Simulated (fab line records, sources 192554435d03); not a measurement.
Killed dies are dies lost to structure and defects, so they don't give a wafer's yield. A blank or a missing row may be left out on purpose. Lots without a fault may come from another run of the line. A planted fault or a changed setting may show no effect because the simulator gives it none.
Split-lot experiment | flow n5_finfet | 7 lots, 39 wafers read, on a route of 1938 steps

THE SPLIT
At N5_MOL_CONTACT_COAG_ALD_27 (deposits SiOC, target thk 17 nm, pulse time 1.5 s, time 2720 s), the setting ald_cycles was moved away from the recipe's 340 on 12 of the 39 wafers read, by -27.6% to +33.8%. The other wafers ran this setting at the recipe's value.

The reading is taken at the split's own step.

THE READING
SiOC_of_MOL_CONTACT_COAG_ALD_27.thk_nm (the simulator's own value, which no gauge read), in nm, at N5_MOL_CONTACT_COAG_ALD_27 (deposits SiOC, target thk 17 nm, pulse time 1.5 s, time 2720 s). The file gives no usual value for it. The 27 wafers here that ran the recipe average 17.0 nm, standard deviation 0.086 nm.

wafer  | tool, chamber at the split | ald_cycles as run | against the recipe | SiOC_of_MOL_CONTACT_COAG_ALD_27.thk_nm, nm | against lot-mates on the recipe
L078.1 | ald_sin-03, 2,3,1,1,0      | 340               | recipe             | 17                                         | -
L078.2 | ald_sin-03, 2,3,1,1,0      | 340               | recipe             | 17                                         | -
L078.3 | ald_sin-03, 2,3,1,1,0      | 340               | recipe             | 17                                         | -
L078.5 | ald_sin-03, 2,3,1,1,0      | 340               | recipe             | 17                                         | -
L078.6 | ald_sin-03, 2,3,1,1,0      | 340               | recipe             | 17                                         | -
L078.4 | ald_sin-03, 0              | 340               | recipe             | 16.8                                       | -
L081.1 | ald_sin-02, 2              | 340               | recipe             | 17                                         | -
L081.2 | ald_sin-02, 0,3            | 340               | recipe             | 17.2                                       | -
L081.6 | ald_sin-02, 0,3            | 340               | recipe             | 17.2                                       | -
L081.3 | ald_sin-02, 1              | 395               | +16.2%             | 20                                         | +2.9
L081.4 | ald_sin-02, 3,0            | 395               | +16.2%             | 19.8                                       | +2.7
L081.5 | ald_sin-02, 3,0            | 395               | +16.2%             | 19.8                                       | +2.7
L082.1 | ald_sin-03, 2,3,0,1,0,3    | 340               | recipe             | 17                                         | -
L082.2 | ald_sin-03, 2,3,0,1,0,3    | 340               | recipe             | 17                                         | -
L082.3 | ald_sin-03, 2,3,0,1,0,3    | 340               | recipe             | 17                                         | -
L082.4 | ald_sin-03, 2,3,0,1,0,3    | 340               | recipe             | 17                                         | -
L082.5 | ald_sin-03, 2,3,0,1,0,3    | 340               | recipe             | 17                                         | -
L082.6 | ald_sin-03, 2,3,0,1,0,3    | 340               | recipe             | 17                                         | -
L084.3 | ald_sin-04, 0,2,3          | 340               | recipe             | 17                                         | -
L084.5 | ald_sin-04, 0,2,3          | 340               | recipe             | 17                                         | -
L084.6 | ald_sin-04, 0,2,3          | 340               | recipe             | 17                                         | -
L087.1 | ald_sin-03, 3,2,1          | 340               | recipe             | 17                                         | -
L087.4 | ald_sin-03, 3,2,1          | 340               | recipe             | 17                                         | -
L087.6 | ald_sin-03, 3,2,1          | 340               | recipe             | 17                                         | -
L087.2 | ald_sin-03, 0              | 447               | +31.5%             | 22.2                                       | +5.2
L087.3 | ald_sin-03, 1,0            | 447               | +31.5%             | 22.4                                       | +5.4
L087.5 | ald_sin-03, 1,0            | 447               | +31.5%             | 22.4                                       | +5.4
L095.1 | ald_sin-02, 3,2,3          | 340               | recipe             | 17                                         | -
L095.4 | ald_sin-02, 3,2,3          | 340               | recipe             | 17                                         | -
L095.6 | ald_sin-02, 3,2,3          | 340               | recipe             | 17                                         | -
L095.2 | ald_sin-02, 0,1,0          | 246               | -27.6%             | 12.4                                       | -4.6
L095.3 | ald_sin-02, 0,1,0          | 246               | -27.6%             | 12.4                                       | -4.6
L095.5 | ald_sin-02, 0,1,0          | 246               | -27.6%             | 12.4                                       | -4.6
L096.1 | ald_sin-03, 1,0            | 455               | +33.8%             | 22.8                                       | +5.9
L096.4 | ald_sin-03, 1,0            | 455               | +33.8%             | 22.8                                       | +5.9
L096.2 | ald_sin-03, 3              | 340               | recipe             | 17                                         | -
L096.3 | ald_sin-03, 2              | 455               | +33.8%             | 22.6                                       | +5.7
L096.5 | ald_sin-03, 1,2            | 340               | recipe             | 16.8                                       | -
L096.6 | ald_sin-03, 1,2            | 340               | recipe             | 16.8                                       | -
Where a row lists several chambers, the file gives one row for several wafers and doesn't say which wafer went through which chamber.

THE FIT
A straight line over all 39 wafers: SiOC_of_MOL_CONTACT_COAG_ALD_27.thk_nm changes by +0.169 nm for each +1% of ald_cycles; r = +1.00; the points scatter about the line by 0.096 nm.
The same after taking each lot's own level away (the mean of its wafers on the recipe; 39 wafers): +0.17 nm for each +1%; r = +1.00; scatter 0.079 nm.
On that fit, the largest move of ald_cycles shifts the reading by 5.7 nm.
The lots' own levels span 16.87 to 17.13 nm, that is 3.1 times the standard deviation above.
So the lot-to-lot level changes the slope little: the two slopes agree.
Check: with one of the wafers moved furthest among these (+33.8%) left out of the fit, the line predicts +5.74 nm for it against its lot-mates. It came out at +5.93 nm against them.

OTHER SPLITS ON THESE WAFERS
These wafers also went through other splits before the reading. Each is held against what the fit with the lots' levels taken away leaves over:
other split on the same wafers                 | wafers away from the commonest value | r with SiOC_of_MOL_CONTACT_COAG_ALD_27.thk_nm (lot level and that fit taken away)
N5_PMOS_HMC_CHANNEL_EPI_HM_DEP_34 target_thk_a | 12                                   | +0.01
N5_FIN_SAQP_SPACER1_ALD_24 ald_cycles          | 15                                   | +0.17
N5_SD_EPI_P_EPI_21 time_s                      | 12                                   | +0.15
N5_HKMG_FIN_ETCH_86 target_depth_a             | 18                                   | +0.09

THE FILE'S OWN FIT
SiOC_of_MOL_CONTACT_COAG_ALD_27.thk_nm changes by +0.17 nm for each +1% of ald_cycles, r = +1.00.
